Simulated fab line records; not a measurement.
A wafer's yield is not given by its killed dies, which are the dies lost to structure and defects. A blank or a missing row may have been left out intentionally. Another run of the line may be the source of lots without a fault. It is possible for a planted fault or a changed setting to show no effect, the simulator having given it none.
Struck lot and sound lot, side by side -- flow nandHarc -- 39 out of 1159 route steps
Sound: wafers L910.1, L910.5, L910.6. Struck: wafer L927.1. (L927.4, L927.5 of the same lot were not struck and are left out.) The cause comes at the end.
For every step that has rows: the tool of each side, followed by ch and its chambers, followed by its first start. Under that, the readings that differ: sound wafers -- struck wafers -- difference of the means -- sigmas: that difference in standard deviations of wafers without a fault.
alike: words and numbers the same on both sides, and readings whose means are apart by under 2 such deviations; not compared: readings that were withheld, readings missing a value for some wafer, numbers with overlapping values and no deviation given by the record, and bounds like >300 which may hide the same value.
A row with sigmas, a row that says differs or no value, or rows on one side alone: a step with any of these is where the two part. Numbers that have no deviation but don't overlap get no sigmas and don't part them. A reading that every wafer of one side lacks parts them only if that side has two wafers or more.

first, 5 steps without rows for these wafers: NHARC_A_BONDPAD_SOFTBAKE_04 (time 70 s); NHARC_A_BONDPAD_EBR_05; NHARC_A_BONDPAD_EXPOSE_06 (exposes mask A BPAD); NHARC_A_BONDPAD_PEB_07 (peb time 80 s); NHARC_A_BONDPAD_DEVELOP_08 (time 50 s).
NHARC_A_BONDPAD_CD_MEAS_09: the cd target is 500 nm.
  sound on cdSem-02 ch 0, day 17 20:27; struck on cdSem-02 ch 0, day 22 15:25
  alike: cdNm
NHARC_A_BONDPAD_OVL_MEAS_35:
  sound on overlay-02, day 17 20:32; struck on overlay-01, day 22 15:31
reading,sound,struck,difference,sigmas
overlayYNm (nm),7 7 6,-6,-13,-2
  alike: overlayXNm
then, 4 steps without rows for these wafers: NHARC_A_BONDPAD_HARDBAKE_10 (time 65 s); NHARC_A_BONDPAD_DESCUM_11 (chemistry O2, time 3 s); NHARC_A_BONDPAD_ETCH_34 (etches the open film in N2/H2, target depth 60 nm, overetch 18 nm, time 65.91 s); NHARC_A_BONDPAD_ETCH_12 (etches the open film in CHF3/O2, target depth 220 nm, time 110 s).
NHARC_A_BONDPAD_CD_MEAS_13:
  sound on cdSem-01, day 17 21:02; struck on cdSem-03, day 22 15:57
  alike: cdNm
NHARC_A_BONDPAD_STRIP_15: strips in O2.
  sound on rieDiel-13 ch 2,3, day 17 21:08; struck on rieDiel-13 ch 2, day 22 16:02
reading,sound,struck,difference,sigmas
oesProductAu (a.u.),1.019 1.002 1.024,0.985,-0.030,-3
  alike: drypumpMotorCurrentA, rfVppV, showerheadPlenumPTorr, throttleValvePct
  not compared: rfHoursCounterH
NHARC_A_BONDPAD_ETCH_24: etches the open film in CF4/N2, target depth 30 nm, time 72.99 s.
  sound on rieDiel-13 ch 2,3, day 17 21:19; struck on rieDiel-13 ch 2
  alike: drypumpMotorCurrentA, oesProductAu, rfVppV, showerheadPlenumPTorr, throttleValvePct
  not compared: rfHoursCounterH
then, 2 steps without rows for these wafers: NHARC_A_BONDPAD_STRIP_16 (strips in post etch residue remover, time 600 s); NHARC_A_BONDPAD_DEGAS_25 (time 60 s).
NHARC_A_BONDPAD_PRE_CLEAN_26: time 30 s.
  sound on pvdSputter-01; struck on pvdSputter-02
  alike: heaterPowerW
then, 1 step without rows for these wafers: NHARC_A_BONDPAD_PVD_17 (deposits TaN, target thk 5 nm, time 8.06 s).
NHARC_A_BONDPAD_PVD_27: deposits Cu, target thk 30 nm, time 20.49 s.
  sound on pvdSputter-01; struck on pvdSputter-02
  alike: throttleValvePct
then, 1 step without rows for these wafers: NHARC_A_BONDPAD_ECD_18 (material Cu, target thk 400 nm).
NHARC_A_BONDPAD_ANNEAL_28: time 90 s.
  sound on rtpAnneal-02 ch 0, day 17 22:26; struck on rtpAnneal-01 ch 0, day 22 17:32
  alike: wafer_temp_C_max
then, 1 step without rows for these wafers: NHARC_A_BONDPAD_CMP_19 (polishes, t overpolish 30 s, cu recess touch 16 s, target thk 169.8 nm).
NHARC_A_BONDPAD_THK_MEAS_20: measures by xrf.
  sound on filmMetro-01, day 17 23:07; struck on filmMetro-01, day 22 18:11
  alike: thkNm
then, 6 steps without rows for these wafers: NHARC_A_BONDPAD_SRD_21 (time 30 s, dry time 20 s); NHARC_HYBRID_BOND_ACTIVATE_00 (chemistry N2, time 60 s); NHARC_HYBRID_BOND_PRECLEAN_01 (cleans in DIW, time 300 s); NHARC_HYBRID_BOND_SRD_02 (time 30 s, dry time 20 s); NHARC_HYBRID_BOND_BOND_03; NHARC_HYBRID_BOND_ANNEAL_04 (time 7200 s).
NHARC_HYBRID_BOND_OVL_MEAS_05:
  sound on overlay-02, day 18 15:41; struck on overlay-01, day 23 04:07
  alike: overlayXNm, overlayYNm
after that, 1 step had no rows for these wafers: NHARC_THIN_TSV_GRIND_00.
NHARC_THIN_TSV_CMP_01: polishes.
  sound on cmp-03 ch 0,1, day 18 17:06; struck on cmp-04 ch 1, day 23 06:43
  alike: motorCurrentA
NHARC_THIN_TSV_THK_MEAS_02: measures by ir.
  sound on filmMetro-02, day 18 17:22; struck on filmMetro-02, day 23 06:59
  alike: thkNm
then, 5 steps without rows for these wafers: NHARC_THIN_TSV_SRD_03; NHARC_THIN_TSV_PRECLEAN_41 (cleans in SC1); NHARC_THIN_TSV_SRD_42; NHARC_THIN_TSV_DEP_43 (deposits SiO2, target thk 1328.5 nm); NHARC_THIN_TSV_DEHYDRATE_04 (time 120 s).
NHARC_END_SORT_01:
  at this point the record logs the struck wafers (prober-01 ch 0, day 24 00:11) and has no rows for the sound ones

== WHERE THEY PART ==
Earliest at NHARC_A_BONDPAD_OVL_MEAS_35; latest, in this record, at NHARC_END_SORT_01.

WHY: the cause the simulator had injected
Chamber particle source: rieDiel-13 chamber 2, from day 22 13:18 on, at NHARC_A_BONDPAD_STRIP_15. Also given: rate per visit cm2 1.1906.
